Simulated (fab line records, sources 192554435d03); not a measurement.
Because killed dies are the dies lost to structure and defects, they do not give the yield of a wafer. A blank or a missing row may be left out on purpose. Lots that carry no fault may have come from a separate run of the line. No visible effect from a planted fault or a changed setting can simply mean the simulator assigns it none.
Lot-split experiment || flow n5 finfet || on a route of 1938 steps: 7 lots, 21 wafers read

THE SPLIT ITSELF
At N5_DUMMY_GATE_COAT_34 (time 60 s, resist thk 60 nm), the setting spin rpm was moved away from the recipe's 1500 rpm on 8 of the 21 wafers read, by -6.1% to +3.6%. All remaining wafers had this setting at the recipe value.

FROM THE SPLIT TO THE READING: what the file shows between them, 8 steps
- N5_DUMMY_GATE_COAT_35: time 60 s, resist thk 10 nm
- N5_DUMMY_GATE_COAT_28: time 60 s, resist thk 10 nm
- N5_DUMMY_GATE_ETCH_29: etches underlayer in N2/H2, target depth 13 nm
- N5_DUMMY_GATE_ETCH_36: etches SiARC in CF4, target depth 13 nm
- N5_DUMMY_GATE_ETCH_37: etches SOC in N2/H2, target depth 60 nm, overetch 30 nm
- N5_DUMMY_GATE_STRIP_38: strips in N2/H2
- N5_DUMMY_GATE_STRIP_39: strips in N2/H2
- N5_DUMMY_GATE_STRIP_40: strips in CF4

THE READING
SOC_of_DUMMY_GATE_COAT_34.thk nm (the simulator's own value, which no gauge read), in nm, at N5_DUMMY_GATE_ETCH_31 (etches SiO2 in C4F6/O2, target depth 82.5 nm, time 27.5 s). The file does not state a usual value for it. The 13 wafers here that ran the recipe average 51.9 nm, standard deviation 0.31 nm.

{"wafer": "L078.1", "tool, chamber at the split": "litho track-05, 0", "spin rpm as run, rpm": 1432, "against the recipe": "-4.5%", "SOC_of_DUMMY_GATE_COAT_34.thk nm, nm": 53.4, "against lot-mates on the recipe": "+1.4"}
{"wafer": "L078.4", "tool, chamber at the split": "litho track-05, 0", "spin rpm as run, rpm": 1500, "against the recipe": "recipe", "SOC_of_DUMMY_GATE_COAT_34.thk nm, nm": 52, "against lot-mates on the recipe": "-"}
{"wafer": "L078.6", "tool, chamber at the split": "litho track-05, 0", "spin rpm as run, rpm": 1432, "against the recipe": "-4.5%", "SOC_of_DUMMY_GATE_COAT_34.thk nm, nm": 53, "against lot-mates on the recipe": "+1.0"}
{"wafer": "L079.2", "tool, chamber at the split": "litho track-03, 0", "spin rpm as run, rpm": 1500, "against the recipe": "recipe", "SOC_of_DUMMY_GATE_COAT_34.thk nm, nm": 51.8, "against lot-mates on the recipe": "-"}
{"wafer": "L079.3", "tool, chamber at the split": "litho track-03, 0", "spin rpm as run, rpm": 1500, "against the recipe": "recipe", "SOC_of_DUMMY_GATE_COAT_34.thk nm, nm": 52, "against lot-mates on the recipe": "-"}
{"wafer": "L079.5", "tool, chamber at the split": "litho track-03, 0", "spin rpm as run, rpm": 1500, "against the recipe": "recipe", "SOC_of_DUMMY_GATE_COAT_34.thk nm, nm": 51.6, "against lot-mates on the recipe": "-"}
{"wafer": "L082.4", "tool, chamber at the split": "litho track-05, 0", "spin rpm as run, rpm": 1500, "against the recipe": "recipe", "SOC_of_DUMMY_GATE_COAT_34.thk nm, nm": 52, "against lot-mates on the recipe": "-"}
{"wafer": "L082.6", "tool, chamber at the split": "litho track-05, 0", "spin rpm as run, rpm": 1500, "against the recipe": "recipe", "SOC_of_DUMMY_GATE_COAT_34.thk nm, nm": 52, "against lot-mates on the recipe": "-"}
{"wafer": "L082.5", "tool, chamber at the split": "litho track-05, 0", "spin rpm as run, rpm": 1408, "against the recipe": "-6.1%", "SOC_of_DUMMY_GATE_COAT_34.thk nm, nm": 53.8, "against lot-mates on the recipe": "+1.8"}
{"wafer": "L083.2", "tool, chamber at the split": "litho track-05, 0", "spin rpm as run, rpm": 1554, "against the recipe": "+3.6%", "SOC_of_DUMMY_GATE_COAT_34.thk nm, nm": 50.6, "against lot-mates on the recipe": -0.8}
{"wafer": "L083.4", "tool, chamber at the split": "litho track-05, 0", "spin rpm as run, rpm": 1500, "against the recipe": "recipe", "SOC_of_DUMMY_GATE_COAT_34.thk nm, nm": 51.4, "against lot-mates on the recipe": "-"}
{"wafer": "L083.6", "tool, chamber at the split": "litho track-05, 0", "spin rpm as run, rpm": 1554, "against the recipe": "+3.6%", "SOC_of_DUMMY_GATE_COAT_34.thk nm, nm": 51, "against lot-mates on the recipe": -0.4}
{"wafer": "L086.3", "tool, chamber at the split": "litho track-05, 0", "spin rpm as run, rpm": 1500, "against the recipe": "recipe", "SOC_of_DUMMY_GATE_COAT_34.thk nm, nm": 52.4, "against lot-mates on the recipe": "-"}
{"wafer": "L086.6", "tool, chamber at the split": "litho track-05, 0", "spin rpm as run, rpm": 1500, "against the recipe": "recipe", "SOC_of_DUMMY_GATE_COAT_34.thk nm, nm": 52.4, "against lot-mates on the recipe": "-"}
{"wafer": "L086.5", "tool, chamber at the split": "litho track-05, 0", "spin rpm as run, rpm": 1500, "against the recipe": "recipe", "SOC_of_DUMMY_GATE_COAT_34.thk nm, nm": 52, "against lot-mates on the recipe": "-"}
{"wafer": "L093.1", "tool, chamber at the split": "litho track-03, 0", "spin rpm as run, rpm": 1500, "against the recipe": "recipe", "SOC_of_DUMMY_GATE_COAT_34.thk nm, nm": 51.8, "against lot-mates on the recipe": "-"}
{"wafer": "L093.5", "tool, chamber at the split": "litho track-03, 0", "spin rpm as run, rpm": 1500, "against the recipe": "recipe", "SOC_of_DUMMY_GATE_COAT_34.thk nm, nm": 51.6, "against lot-mates on the recipe": "-"}
{"wafer": "L093.6", "tool, chamber at the split": "litho track-03, 0", "spin rpm as run, rpm": 1500, "against the recipe": "recipe", "SOC_of_DUMMY_GATE_COAT_34.thk nm, nm": 51.4, "against lot-mates on the recipe": "-"}
{"wafer": "L097.1", "tool, chamber at the split": "litho track-03, 0", "spin rpm as run, rpm": 1454, "against the recipe": "-3.1%", "SOC_of_DUMMY_GATE_COAT_34.thk nm, nm": 52, "against lot-mates on the recipe": "no lot-mate on the recipe"}
{"wafer": "L097.5", "tool, chamber at the split": "litho track-03, 0", "spin rpm as run, rpm": 1454, "against the recipe": "-3.1%", "SOC_of_DUMMY_GATE_COAT_34.thk nm, nm": 52.8, "against lot-mates on the recipe": "no lot-mate on the recipe"}
{"wafer": "L097.6", "tool, chamber at the split": "litho track-03, 0", "spin rpm as run, rpm": 1454, "against the recipe": "-3.1%", "SOC_of_DUMMY_GATE_COAT_34.thk nm, nm": 52.4, "against lot-mates on the recipe": "no lot-mate on the recipe"}

FIT RESULTS
A straight line over all 21 wafers: SOC_of_DUMMY_GATE_COAT_34.thk nm changes by -0.279 nm for each +1% of spin rpm; r = -0.90; the points scatter about the line by 0.33 nm.
The same after taking each lot's own level away (the mean of its wafers on the recipe; 18 wafers): -0.246 nm for each +1%; r = -0.95; scatter 0.2 nm.
The reading moves by 1.5 nm for the largest change in spin rpm, on that fit.
Across the lots, their own levels run from 51.40 to 52.27 nm, a range of 2.8 times the standard deviation given above.
Thus the slope moves with the lot-to-lot level: the two fits are different.
Check: +1.43 nm against its lot-mates is what the line predicts for one of the wafers moved furthest among these (-6.1%) when that wafer is left out of the fit. It came out at +1.8 nm against them.

OTHER SPLITS APPLIED TO THESE WAFERS
Before the reading, these wafers also passed through other splits. Each is held against what the fit with the lots' levels taken away leaves over:
{"other split on the same wafers": "N5_ZERO_LAYER_EXPOSE_08 dose mj", "wafers away from the commonest value": 8, "r with SOC_of_DUMMY_GATE_COAT_34.thk nm (lot level and that fit taken away)": "+0.20"}
{"other split on the same wafers": "N5_ZERO_LAYER_DEVELOP_10 develop time s", "wafers away from the commonest value": 9, "r with SOC_of_DUMMY_GATE_COAT_34.thk nm (lot level and that fit taken away)": -0.30}
{"other split on the same wafers": "N5_WELL_APT_COAT_02 spin rpm", "wafers away from the commonest value": 5, "r with SOC_of_DUMMY_GATE_COAT_34.thk nm (lot level and that fit taken away)": "+0.04"}
{"other split on the same wafers": "N5_DUMMY_GATE_CVD_03 temp c", "wafers away from the commonest value": 18, "r with SOC_of_DUMMY_GATE_COAT_34.thk nm (lot level and that fit taken away)": -0.14}

THE WHOLE CHAIN: every reading that the file lists as answering this split, in the file's order
{"step": "N5_DUMMY_GATE_COAT_34", "what it does": "time 60 s, resist thk 60 nm", "reading": "SOC_of_DUMMY_GATE_COAT_34.thk nm (the simulator's own value, which no gauge read)", "change (the file's fit)": "-0.28 nm for each +1% of the setting", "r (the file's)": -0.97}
{"step": "N5_DUMMY_GATE_ETCH_37", "what it does": "etches SOC in N2/H2, target depth 60 nm, overetch 30 nm", "reading": "etch.depth nm (the simulator's own value, which no gauge read)", "change (the file's fit)": "-0.286 nm for each +1% of the setting", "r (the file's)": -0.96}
{"step": "N5_DUMMY_GATE_ETCH_31", "what it does": "etches SiO2 in C4F6/O2, target depth 82.5 nm, time 27.5 s", "reading": "SOC_of_DUMMY_GATE_COAT_34.thk nm (the simulator's own value, which no gauge read)", "change (the file's fit)": "-0.262 nm for each +1% of the setting", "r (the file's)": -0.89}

FILE'S OWN FIT
SOC_of_DUMMY_GATE_COAT_34.thk nm changes by -0.262 nm for each +1% of spin rpm, r = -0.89.
